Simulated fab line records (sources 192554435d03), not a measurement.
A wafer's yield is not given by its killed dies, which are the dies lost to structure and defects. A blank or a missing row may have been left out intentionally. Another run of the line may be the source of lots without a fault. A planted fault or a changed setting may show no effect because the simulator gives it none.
fab line records + flow n5_finfet
[record]
- lots = 9
- wafers = 27
- last_day = 20
route steps=1938 shown BEOL_M4@1111 BEOL_M5@1168 PASSIVATION@1936
lots that met no fault: taken from a fault-free run of the same line
start_h: hours from the record's opening day to when the first of the lot's shown wafers began + wait_h: how many hours have passed since the lot's step before this one + " repeats the value in the row above + L1.1+2: several wafers, shown together as one row + - value missing, or start not given + * or withheld: withheld + < > ~ a bound
route shown NAME@n: NAME is a module with steps in the file, n the number in the route of the first one + usual: mean/standard deviation of fault-free wafers + same: alike in all rows + chamber/n: place in a boat + sites: each site's reading + _std_site: standard deviation of those values + _edge_site: outer sites' mean less inner sites' + radius_mm: for every site, how far away it sits from the centre of the wafer + mask NAME#n: copy n + behind: the most recent tool/chamber to have shaped the wafer + hold: the reason the lot was held/the length of the hold in hours/how it ended + device: transistor that didn't switch, given as n, p or np + end of line: the same wafers' tests at the end of the route + a step given without rows: its recipe and nothing more + killed: dies that structure and defects cost at the first sort, which is not the same as the wafer's yield + map: per-die view of a wafer (x killed, . not killed, _ where there is no die)
set.NAME: the setting that was run; set.NAME@STEP: the one run at that earlier step + model.NAME: the simulator's own value behind a step, which no gauge read
the route's steps for a sample of lots (tables are steps, rows are wafers)
services: when a tool's chamber went out of use (start_h, in hours from the record's first day, below 0 if earlier), for how many hours, and the reason
[[steps]]
[step N5_BEOL_M4_RC_MEAS_101]
[usual]
- DIBL_N = 36.3/1.9
- DIBL_P = 36.6/2.4
- IOFF_N = 0.17/0.037
- IOFF_P = 0.23/0.04
- ION_N = 682/14
- ION_P = 468/8.6
- SS_N = 71.6/0.67
- SS_P = 73.4/0.71
- VT_N = 248/3.3
- VT_P = -248.9/2.9
| lot.wafer | tool      | chamber | start_h | wait_h | DIBL_N[mV/V] | DIBL_P[mV/V] | IOFF_N[nA/um] | IOFF_P[nA/um] | ION_N[uA/um] | ION_P[uA/um] | SS_N[mV/dec] | SS_P[mV/dec] | VT_N[mV] | VT_P[mV] |
|-----------|-----------|---------|---------|--------|--------------|--------------|---------------|---------------|--------------|--------------|--------------|--------------|----------|----------|
| L297.3    | prober-01 | 0       | 199.56  | 0.3    | 32.4         | 33.8         | 0.14          | 0.19          | 693          | 480          | 70.5         | 72.1         | 248      | -247.9   |
| L297.4    | "         | 0       | "       | "      | 35.1         | 37.2         | 0.17          | 0.22          | 689          | 469          | 71.8         | 73.7         | 249      | -249.8   |
| L297.6    | "         | 0       | "       | "      | 32.7         | 34.3         | 0.13          | 0.19          | 660          | 456          | 70.1         | 72.4         | 253      | -251.4   |
| L298.1    | prober-02 | 0       | 204.44  | 0.0    | 37.2         | 39.3         | 0.16          | 0.22          | 669          | 467          | 71.4         | 74.1         | 252      | -252.9   |
| L298.2    | "         | 0       | "       | "      | 40.0         | 41.9         | 0.24          | 0.29          | 693          | 473          | 72.5         | 74.5         | 244      | -247.4   |
| L298.4    | "         | 0       | "       | "      | 35.0         | 36.7         | 0.14          | 0.19          | 680          | 472          | 70.8         | 73.9         | 253      | -253.2   |
| L294.2    | prober-01 | 0       | 213.68  | 0.2    | 34.6         | 35.2         | 0.14          | 0.17          | 671          | 456          | 70.7         | 72.3         | 253      | -252.2   |
| L294.3    | "         | 0       | "       | "      | 36.1         | 38.3         | 0.16          | 0.23          | 682          | 465          | 71.6         | 73.7         | 247      | -250.2   |
| L294.4    | "         | 0       | "       | "      | 36.3         | 37.0         | 0.15          | 0.20          | 672          | 457          | 71.6         | 73.0         | 250      | -252.8   |
| L300.1    | prober-02 | 0       | 219.62  | 0.0    | 37.1         | 37.6         | 0.19          | 0.25          | 682          | 470          | 72.1         | 74.1         | 244      | -246.7   |
| L300.4    | "         | 0       | "       | "      | 33.7         | 33.6         | 0.13          | 0.19          | 674          | 470          | 70.5         | 72.3         | 250      | -251.4   |
| L300.6    | "         | 0       | "       | "      | 34.2         | 33.7         | 0.14          | 0.19          | 671          | 470          | 71.0         | 72.5         | 249      | -250.2   |
| L301.2    | prober-01 | 0       | 232.16  | 0.2    | 36.6         | 38.8         | 0.17          | 0.26          | 672          | 461          | 72.5         | 73.7         | 247      | -247.8   |
| L301.4    | "         | 0       | "       | "      | 36.2         | 39.4         | 0.18          | 0.27          | 678          | 467          | 72.5         | 74.5         | 245      | -245.6   |
| L301.6    | "         | 0       | "       | "      | 35.3         | 37.3         | 0.16          | 0.23          | 668          | 466          | 71.7         | 73.5         | 248      | -249.6   |
| L304.1    | prober-01 | 0       | 243.93  | 0.0    | 34.8         | 33.7         | 0.14          | 0.21          | 670          | 464          | 71.2         | 73.4         | 247      | -249.1   |
| L304.2    | "         | 0       | "       | "      | 36.1         | 36.5         | 0.16          | 0.24          | 689          | 477          | 72.0         | 73.3         | 248      | -247.5   |
| L304.5    | "         | 0       | "       | "      | 32.9         | 31.7         | 0.11          | 0.18          | 659          | 467          | 70.0         | 72.3         | 249      | -249.1   |
| L303.3    | prober-02 | 0       | 249.23  | 0.3    | 37.4         | 36.5         | 0.17          | 0.21          | 672          | 460          | 72.0         | 73.4         | 250      | -250.9   |
| L303.5    | "         | 0       | "       | "      | 37.6         | 36.8         | 0.18          | 0.22          | 683          | 463          | 71.8         | 73.4         | 247      | -249.2   |
| L303.6    | "         | 0       | "       | "      | 37.3         | 36.2         | 0.15          | 0.20          | 674          | 463          | 71.9         | 72.7         | 252      | -252.4   |
| L313.3    | prober-01 | 0       | 352.17  | 0.3    | 37.1         | 35.5         | 0.17          | 0.25          | 677          | 473          | 72.8         | 73.9         | 250      | -244.3   |
| L313.4    | "         | 0       | "       | "      | 36.6         | 34.8         | 0.16          | 0.24          | 701          | 484          | 72.0         | 74.0         | 245      | -246.2   |
| L313.6    | "         | 0       | "       | "      | 38.4         | 37.9         | 0.21          | 0.29          | 707          | 489          | 72.0         | 74.2         | 246      | -245.7   |
| L315.1    | prober-02 | 0       | 356.44  | 0.0    | 33.8         | 34.9         | 0.16          | 0.20          | 699          | 479          | 70.9         | 73.0         | 246      | -250.3   |
| L315.3    | "         | 0       | "       | "      | 36.8         | 37.7         | 0.21          | 0.24          | 699          | 474          | 71.7         | 74.2         | 246      | -246.6   |
| L315.6    | "         | 0       | "       | "      | 36.8         | 37.2         | 0.22          | 0.24          | 698          | 472          | 71.5         | 73.2         | 242      | -250.8   |
[step N5_BEOL_M5_CD_MEAS_35]
[recipe]
- target_cd_nm = 28
- target_cd_y_nm = 24
- polarity = opening
[usual]
- cd_nm = 28.0/0.33
| lot.wafer | tool      | chamber | start_h | wait_h | cd_nm |
|-----------|-----------|---------|---------|--------|-------|
| L297.3    | cd_sem-01 | -       | 204.48  | 0.0    | 28.2  |
| L297.4    | "         | -       | "       | "      | 27.9  |
| L297.6    | "         | -       | "       | "      | 27.4  |
| L298.1    | cd_sem-02 | -       | 210.74  | 0.0    | 27.9  |
| L298.2    | "         | -       | "       | "      | 27.9  |
| L298.4    | "         | -       | "       | "      | 27.5  |
| L294.2    | cd_sem-01 | -       | 218.29  | 0.0    | 27.9  |
| L294.3    | "         | -       | "       | "      | 27.7  |
| L294.4    | "         | -       | "       | "      | 27.7  |
| L300.1    | cd_sem-01 | -       | 228.01  | 0.0    | 28.2  |
| L300.4    | "         | -       | "       | "      | 28.5  |
| L300.6    | "         | -       | "       | "      | 28.3  |
| L301.2    | cd_sem-03 | -       | 239.69  | 0.0    | 28.1  |
| L301.4    | "         | -       | "       | "      | 28.3  |
| L301.6    | "         | -       | "       | "      | 28.1  |
| L304.1    | cd_sem-02 | -       | 248.56  | 0.0    | 28.0  |
| L304.2    | "         | -       | "       | "      | 27.7  |
| L304.5    | "         | -       | "       | "      | 27.8  |
| L303.3    | cd_sem-02 | -       | 254.41  | 0.0    | 28.1  |
| L303.5    | "         | -       | "       | "      | 27.8  |
| L303.6    | "         | -       | "       | "      | 28.2  |
| L313.3    | cd_sem-03 | -       | 355.94  | 0.0    | 28.2  |
| L313.4    | "         | -       | "       | "      | 28.6  |
| L313.6    | "         | -       | "       | "      | 28.1  |
| L315.1    | cd_sem-02 | -       | 364.50  | 0.0    | 28.3  |
| L315.3    | "         | -       | "       | "      | 28.4  |
| L315.6    | "         | -       | "       | "      | 28.0  |
[step N5_BEOL_M5_DEGAS_44]
[recipe]
- ambient = vacuum
- temp_c = 250
- time_s = 60
[usual]
- heater_power_w = 339/36
| lot.wafer | tool           | chamber | start_h | wait_h | heater_power_w |
|-----------|----------------|---------|---------|--------|----------------|
| L297.3    | pvd_sputter-03 | -       | 205.11  | 0.3    | 355            |
| L297.4    | "              | -       | "       | "      | 355            |
| L297.6    | "              | -       | "       | "      | 347            |
| L298.1    | pvd_sputter-02 | -       | 212.51  | 1.7    | 305            |
| L298.2    | "              | -       | "       | "      | 324            |
| L298.4    | "              | -       | "       | "      | 352            |
| L294.2    | pvd_sputter-02 | -       | 218.75  | 0.3    | 318            |
| L294.3    | "              | -       | "       | "      | 344            |
| L294.4    | "              | -       | "       | "      | 386            |
| L300.1    | pvd_sputter-01 | -       | 228.53  | 0.4    | 362            |
| L300.4    | "              | -       | "       | "      | 284            |
| L300.6    | "              | -       | "       | "      | 367            |
| L301.2    | pvd_sputter-03 | -       | 240.33  | 0.3    | 344            |
| L301.4    | "              | -       | "       | "      | 376            |
| L301.6    | "              | -       | "       | "      | 371            |
| L304.1    | pvd_sputter-01 | -       | 248.92  | 0.3    | 309            |
| L304.2    | "              | -       | "       | "      | 308            |
| L304.5    | "              | -       | "       | "      | 304            |
| L303.3    | pvd_sputter-01 | -       | 254.87  | 0.3    | 306            |
| L303.5    | "              | -       | "       | "      | 297            |
| L303.6    | "              | -       | "       | "      | 279            |
| L313.3    | pvd_sputter-02 | -       | 357.08  | 1.0    | 311            |
| L313.4    | "              | -       | "       | "      | 294            |
| L313.6    | "              | -       | "       | "      | 327            |
| L315.1    | pvd_sputter-01 | -       | 365.68  | 1.1    | 307            |
| L315.3    | "              | -       | "       | "      | 356            |
| L315.6    | "              | -       | "       | "      | 295            |
[step N5_BEOL_M5_SPUTTER_90]
[recipe]
- material = Cu
- target_thk_a = 45
- temp_c = -20
- chamber_pressure_pa = 0.07
- power_w = withheld
- time_s = 8.29
[usual]
- throttle_valve_pct = 29.6/0.87
| lot.wafer | tool           | chamber | start_h | wait_h | throttle_valve_pct |
|-----------|----------------|---------|---------|--------|--------------------|
| L297.3    | pvd_sputter-03 | -       | 210.35  | 0.5    | 28.9               |
| L297.4    | "              | -       | "       | "      | 30.2               |
| L297.6    | "              | -       | "       | "      | 30.3               |
| L298.1    | pvd_sputter-02 | -       | 217.43  | 0.5    | 29.8               |
| L298.2    | "              | -       | "       | "      | 29.4               |
| L298.4    | "              | -       | "       | "      | 30.3               |
| L294.2    | pvd_sputter-02 | -       | 225.59  | 0.5    | 30.1               |
| L294.3    | "              | -       | "       | "      | 30.3               |
| L294.4    | "              | -       | "       | "      | 27.9               |
| L300.1    | pvd_sputter-02 | -       | 234.57  | 0.5    | 27.5               |
| L300.4    | "              | -       | "       | "      | 28.9               |
| L300.6    | "              | -       | "       | "      | 29.9               |
| L301.2    | pvd_sputter-03 | -       | 245.41  | 0.5    | 30.1               |
| L301.4    | "              | -       | "       | "      | 29.3               |
| L301.6    | "              | -       | "       | "      | 30.4               |
| L304.1    | pvd_sputter-02 | -       | 264.57  | 0.5    | 29.3               |
| L304.2    | "              | -       | "       | "      | 30.2               |
| L304.5    | "              | -       | "       | "      | 27.5               |
| L303.3    | pvd_sputter-03 | -       | 280.12  | 8.1    | 30.6               |
| L303.5    | "              | -       | "       | "      | 30.3               |
| L303.6    | "              | -       | "       | "      | 30.9               |
| L313.3    | pvd_sputter-02 | -       | 362.35  | 0.5    | 30.2               |
| L313.4    | "              | -       | "       | "      | 29.2               |
| L313.6    | "              | -       | "       | "      | 30.2               |
| L315.1    | pvd_sputter-03 | -       | 370.98  | 0.5    | 29.1               |
| L315.3    | "              | -       | "       | "      | 30.4               |
| L315.6    | "              | -       | "       | "      | 30.2               |
[step N5_BEOL_M5_ANNEAL_51]
[recipe]
- temp_c = 225
- time_s = 90
- ambient = N2
[usual]
- anneal_temp_c = 225.02/0.16
- anneal_temp_c_max = 226.10/0.29
- wafer_temp_C_max = 225.76/0.26
| lot.wafer | tool          | chamber | start_h | wait_h | anneal_temp_c | anneal_temp_c_max | wafer_temp_C_max |
|-----------|---------------|---------|---------|--------|---------------|-------------------|------------------|
| L297.3    | rtp_anneal-01 | 0       | 211.20  | 0.7    | 224.98        | 226.90            | 225.82           |
| L297.4    | "             | 0       | "       | "      | 225.12        | 226.63            | 225.55           |
| L297.6    | "             | 0       | "       | "      | 224.86        | 226.05            | 225.85           |
| L298.1    | rtp_anneal-02 | 0       | 217.63  | 0.1    | 225.12        | 226.01            | 226.00           |
| L298.2    | "             | 0       | "       | "      | 225.02        | 225.70            | 226.03           |
| L298.4    | "             | 0       | "       | "      | 225.27        | 225.92            | 226.20           |
| L294.2    | rtp_anneal-02 | 0       | 226.76  | 1.0    | 225.03        | 225.80            | 225.72           |
| L294.3    | "             | 0       | "       | "      | 225.14        | 225.94            | 225.68           |
| L294.4    | "             | 0       | "       | "      | 225.08        | 225.98            | 226.20           |
| L300.1    | rtp_anneal-02 | 0       | 234.78  | 0.1    | 224.93        | 225.66            | 225.89           |
| L300.4    | "             | 0       | "       | "      | 224.93        | 225.71            | 225.58           |
| L300.6    | "             | 0       | "       | "      | 225.16        | 225.91            | 225.62           |
| L301.2    | rtp_anneal-01 | -       | 245.86  | 0.3    | -             | -                 | -                |
| L301.4    | "             | -       | "       | "      | -             | -                 | -                |
| L301.6    | "             | -       | "       | "      | -             | -                 | -                |
| L304.1    | rtp_anneal-02 | -       | 264.78  | 0.1    | -             | -                 | -                |
| L304.2    | "             | -       | "       | "      | -             | -                 | -                |
| L304.5    | "             | -       | "       | "      | -             | -                 | -                |
| L303.3    | rtp_anneal-02 | 0       | 280.44  | 0.1    | 225.02        | 225.79            | 225.83           |
| L303.5    | "             | 0       | "       | "      | 225.06        | 225.86            | 225.74           |
| L303.6    | "             | 0       | "       | "      | 225.30        | 226.08            | 226.13           |
| L313.3    | rtp_anneal-01 | 0       | 362.81  | 0.3    | 224.89        | 226.42            | 225.58           |
| L313.4    | "             | 0       | "       | "      | 224.83        | 226.29            | 225.66           |
| L313.6    | "             | 0       | "       | "      | 224.93        | 225.93            | 225.43           |
| L315.1    | rtp_anneal-01 | 0       | 371.18  | 0.1    | 224.83        | 226.17            | 225.51           |
| L315.3    | "             | 0       | "       | "      | 224.85        | 225.93            | 225.49           |
| L315.6    | "             | 0       | "       | "      | 224.72        | 226.31            | 225.48           |
[step N5_BEOL_M5_CMP_52]
[recipe]
- stop_on = SiCOH_lowk
- t_overpolish_s = 6.9
- down_force_psi = 1
- platen_rpm = 50
- clearing_platen_down_force_psi = 1.5
- clearing_platen_rpm = 50
- post_cmp_clean = cu_alkaline
- target_thk_nm = 62
- clearing_platen_pad_velocity_m_s = 0.99484
- pad_velocity_m_s = 0.99484
[usual]
- barrier_field_endpoint_s = 24.6/0.85
- clearing_platen_rpm = 49.999/0.024
- edge_zone_pressure_frac = 1.001/0.0049
- motor_current_A = 6.3/0.5
- overpolish_run_s = 6.900/0.0081
- time_to_endpoint_s = 61/4.6
| lot.wafer | tool   | chamber | start_h | wait_h | barrier_field_endpoint_s | clearing_platen_rpm | edge_zone_pressure_frac | motor_current_A | overpolish_run_s | time_to_endpoint_s |
|-----------|--------|---------|---------|--------|--------------------------|---------------------|-------------------------|-----------------|------------------|--------------------|
| L297.3    | cmp-03 | 3       | 211.44  | 0.2    | 25.6                     | 49.985              | 1.002                   | 5.9             | 6.903            | 66                 |
| L297.4    | "      | 1       | "       | "      | 24.9                     | 49.977              | 0.992                   | 6.4             | 6.894            | 62                 |
| L297.6    | "      | 3       | "       | "      | 26.2                     | 49.990              | 0.998                   | 6.3             | 6.890            | 65                 |
| L298.2    | cmp-01 | 1       | 217.93  | 0.2    | 23.5                     | 49.999              | 1.001                   | 5.6             | 6.901            | 60                 |
| L298.1    | "      | 2       | "       | "      | 25.1                     | 50.010              | 1.008                   | 7.3             | 6.907            | 66                 |
| L298.4    | "      | 0       | "       | "      | 25.3                     | 49.987              | 1.009                   | 5.8             | 6.888            | 64                 |
| L294.2    | cmp-01 | 1       | 227.03  | 0.2    | 25.2                     | 50.007              | 0.996                   | 5.7             | 6.915            | 59                 |
| L294.3    | "      | 2       | "       | "      | 25.1                     | 50.017              | 1.000                   | 7.1             | 6.926            | 65                 |
| L294.4    | "      | 3       | "       | "      | 25.5                     | 49.955              | 0.998                   | 6.6             | 6.907            | 65                 |
| L300.1    | cmp-03 | 2       | 235.09  | 0.3    | 24.5                     | 50.024              | 1.001                   | 6.7             | 6.887            | 67                 |
| L300.4    | "      | 1       | "       | "      | 24.0                     | 50.020              | 0.998                   | 6.3             | 6.909            | 57                 |
| L300.6    | "      | 2       | "       | "      | 24.7                     | 50.003              | 0.988                   | 6.9             | 6.880            | 66                 |
| L301.4    | cmp-03 | 3       | 246.15  | 0.2    | 30.5                     | 49.975              | 1.003                   | 6.5             | 6.902            | 81                 |
| L301.2    | "      | 0       | "       | "      | 28.1                     | 50.021              | 1.004                   | 6.2             | 6.892            | 81                 |
| L301.6    | "      | 3       | "       | "      | 29.6                     | 50.002              | 1.003                   | 6.1             | 6.909            | 81                 |
| L304.2    | cmp-03 | 3       | 265.07  | 0.2    | 29.0                     | 49.950              | 1.001                   | 6.3             | 6.892            | 81                 |
| L304.1    | "      | 0       | "       | "      | 27.8                     | 50.004              | 1.002                   | 6.3             | 6.902            | 82                 |
| L304.5    | "      | 3       | "       | "      | 29.0                     | 49.966              | 1.005                   | 6.3             | 6.899            | 81                 |
| L303.3    | cmp-02 | 2       | 280.72  | 0.2    | 23.6                     | 50.010              | 1.001                   | 6.3             | 6.898            | 59                 |
| L303.5    | "      | 0       | "       | "      | 25.7                     | 50.032              | 1.001                   | 5.9             | 6.895            | 68                 |
| L303.6    | "      | 1       | "       | "      | 24.8                     | 50.018              | 1.005                   | 6.1             | 6.902            | 66                 |
| L313.3    | cmp-03 | 3       | 363.01  | 0.2    | 24.5                     | 49.996              | 0.997                   | 6.2             | 6.901            | 62                 |
| L313.4    | "      | 1       | "       | "      | 25.0                     | 50.051              | 0.996                   | 6.0             | 6.915            | 60                 |
| L313.6    | "      | 0       | "       | "      | 23.5                     | 49.975              | 1.005                   | 6.4             | 6.887            | 56                 |
| L315.1    | cmp-02 | 0       | 371.48  | 0.3    | 24.7                     | 50.035              | 1.010                   | 5.8             | 6.902            | 65                 |
| L315.3    | "      | 1       | "       | "      | 25.6                     | 49.997              | 1.001                   | 6.0             | 6.887            | 65                 |
| L315.6    | "      | 0       | "       | "      | 24.8                     | 49.995              | 1.012                   | 5.7             | 6.892            | 64                 |
[step N5_PASSIVATION_PROBE_49]
[usual]
- defect_limited_yield = 91.2/1.5
- killed_at_M0_to_M3 = 35/12
- killed_at_M4_up = 14/5.1
- killed_at_contacts = 13/6
- killed_at_front_end = 38/12
- killed_at_other = 4/3.5
- killed_dies = 104/18
- killed_open = 68/13
- killed_short = 33/8.1
- sort_bin_5_function = 5.2/1
- sort_bin_6_memory = 3.2/0.69
- sort_bin_8_speed = 0.01/0.051
- sort_n_pass = 1076/18
- sort_yield_pct = 91.2/1.5
[same]
- gross_dies = 1180
- killed_at_back_side = 0
- sort_bin_4_leakage[%] = 0
| lot.wafer | tool      | chamber | start_h | wait_h | defect_limited_yield[%] | killed_at_M0_to_M3 | killed_at_M4_up | killed_at_contacts | killed_at_front_end | killed_at_other | killed_dies | killed_open | killed_short | sort_bin_5_function[%] | sort_bin_6_memory[%] | sort_bin_8_speed[%] | sort_n_pass | sort_yield_pct[%] |
|-----------|-----------|---------|---------|--------|-------------------------|--------------------|-----------------|--------------------|---------------------|-----------------|-------------|-------------|--------------|------------------------|----------------------|---------------------|-------------|-------------------|
| L301.2    | prober-01 | -       | 343.15  | 0.1    | 82.8                    | 29                 | 116             | 10                 | 45                  | 3               | 203         | 61          | 38           | 5.4                    | 3.0                  | 0                   | 977         | 82.8              |
| L301.4    | prober-01 | -       | 343.25  | 0.2    | 43.7                    | 23                 | 599             | 15                 | 23                  | 4               | 664         | 48          | 31           | 4.4                    | 1.8                  | 0                   | 516         | 43.7              |
| L301.6    | prober-01 | -       | 343.35  | 0.3    | 50.3                    | 39                 | 459             | 7                  | 80                  | 1               | 586         | 95          | 42           | 7.4                    | 4.2                  | 0                   | 594         | 50.3              |
| L304.1    | prober-01 | -       | 356.75  | 0.0    | 46.9                    | 60                 | 525             | 10                 | 29                  | 2               | 626         | 84          | 32           | 6.4                    | 3.2                  | 0                   | 554         | 46.9              |
| L304.2    | prober-01 | -       | 356.80  | 0.1    | 42.4                    | 57                 | 590             | 15                 | 16                  | 2               | 680         | 74          | 26           | 5.2                    | 3.1                  | 0                   | 500         | 42.4              |
| L304.5    | prober-01 | -       | 356.95  | 0.2    | 40.5                    | 26                 | 632             | 4                  | 36                  | 4               | 702         | 55          | 42           | 4.6                    | 3.3                  | 0                   | 478         | 40.5              |
// killed by level:class
L301.2 BEOL_M5:area_cmp=101 MOL_CONTACT_COAG:geometric_particle:open=9 DUMMY_GATE:geometric_particle:open=7 BEOL_M0_SAQP:geometric_particle:short=7 FIN_SAQP:geometric_particle:open=6 FIN_SAQP:geometric_particle:short=6 BEOL_M0_SAQP:geometric_particle:open=6 STI_FIN_REVEAL:geometric_particle:open=5
L301.4 BEOL_M5:area_cmp=585 MOL_CONTACT_COAG:geometric_particle:open=12 BEOL_M0_SAQP:geometric_particle:open=6 BEOL_M2:geometric_particle:open=6 FIN_SAQP:geometric_particle:short=5 BEOL_M4:geometric_particle:open=5 GATE_CUT:geometric_particle:short=4 GATE_CUT:geometric_particle:open=3
L301.6 BEOL_M5:area_cmp=446 STI_FIN_REVEAL:geometric_particle:open=26 FIN_SAQP:geometric_particle:open=14 FIN_SAQP:geometric_particle:short=12 BEOL_M0_SAQP:geometric_particle:open=9 BEOL_M1:geometric_particle:open=9 STI_FIN_REVEAL:geometric_particle:short=8 MOL_CONTACT_COAG:geometric_particle:open=6
L304.1 BEOL_M5:area_cmp=510 BEOL_M0_SAQP:geometric_particle:open=15 BEOL_M2:geometric_particle:open=10 MOL_CONTACT_COAG:geometric_particle:open=9 BEOL_M0_SAQP:geometric_particle:short=8 BEOL_M1:geometric_particle:open=8 BEOL_M3:geometric_particle:open=8 BEOL_M4:geometric_particle:open=7
L304.2 BEOL_M5:area_cmp=579 BEOL_M0_SAQP:geometric_particle:open=15 MOL_CONTACT_COAG:geometric_particle:open=13 BEOL_M1:geometric_particle:open=12 BEOL_M0_SAQP:geometric_particle:short=10 BEOL_M2:geometric_particle:open=9 BEOL_M4:geometric_particle:open=5 BEOL_M0:geometric_particle:open=4
L304.5 BEOL_M5:area_cmp=605 BEOL_M4:geometric_particle:open=16 BEOL_M0_SAQP:geometric_particle:short=11 FIN_SAQP:geometric_particle:short=9 BEOL_M0_SAQP:geometric_particle:open=6 STI_FIN_REVEAL:geometric_particle:open=5 STARTING-WAFER:geometric_particle:short=5 FIN_SAQP:geometric_particle:open=4
[[services]]
| tool           | chamber | start_h | hours | kind                           |
|----------------|---------|---------|-------|--------------------------------|
| cmp-03         | -       | 206.50  | 1.0   | repair                         |
| cmp-02         | -       | 235.45  | 0.9   | repair                         |
| cmp-03         | -       | 239.85  | 4.0   | pm                             |
| cmp-03         | -       | 243.85  | -     | consumable_replace:conditioner |
| cmp-03         | -       | 243.85  | -     | consumable_replace:pad         |
| cmp-01         | -       | 282.78  | 5.0   | pm                             |
| pvd_sputter-01 | -       | 292.47  | 20.0  | repair                         |
| cmp-02         | -       | 307.69  | 3.9   | repair                         |
| cmp-03         | -       | 310.79  | 1.7   | repair                         |
| cmp-02         | -       | 320.80  | 3.0   | repair                         |
| pvd_sputter-03 | -       | 330.45  | 9.5   | repair                         |
| pvd_sputter-01 | -       | 332.53  | 0.6   | repair                         |
| cmp-01         | -       | 351.26  | 0.9   | repair                         |
| cmp-02         | -       | 351.38  | 0.5   | repair                         |
| cmp-02         | -       | 360.10  | 5.0   | pm                             |
| pvd_sputter-02 | -       | 364.81  | 6.2   | repair                         |
| cmp-02         | -       | 365.98  | 4.0   | pm                             |
| cmp-02         | -       | 369.98  | -     | consumable_replace:conditioner |
| cmp-02         | -       | 369.98  | -     | consumable_replace:pad         |
[[key]]
[first_sign]
- step = N5_BEOL_M5_ANNEAL_51
- reading = tool_record
- direction = missing
[effect]
- step = N5_BEOL_M5_CMP_52
- reading = barrier_field_endpoint_s
- direction = up
- sigmas = 5.2
- usual = 24.6
- struck = 29.0
[effect]
- step = N5_PASSIVATION_PROBE_49
- reading = killed_at_M4_up
- direction = up
- sigmas = 93
- usual = 14
- struck = 487
[more_kills_born_at]
- N5_BEOL_M5_CMP_52@cmp-03 = 2826
met_at N5_BEOL_M5_ANNEAL_51
struck_lots L301,L304
later_rows_left_out L304.5
not_acting_at N5_BEOL_M5_CD_MEAS_35,N5_BEOL_M5_DEGAS_44,N5_BEOL_M5_SPUTTER_90
onset_between 234.78 245.86
[fault]
- kind = skipped_step_whole
- tool = rtp_anneal-01,rtp_anneal-02
- chamber = -
- onset_h = 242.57
- steps = N5_BEOL_M5_ANNEAL_51
- scope = struck_lots_only
// later_rows_left_out: the simulator's readings of these wafers behind a module that went badly wrong aren't trusted and aren't shown, but for the sort
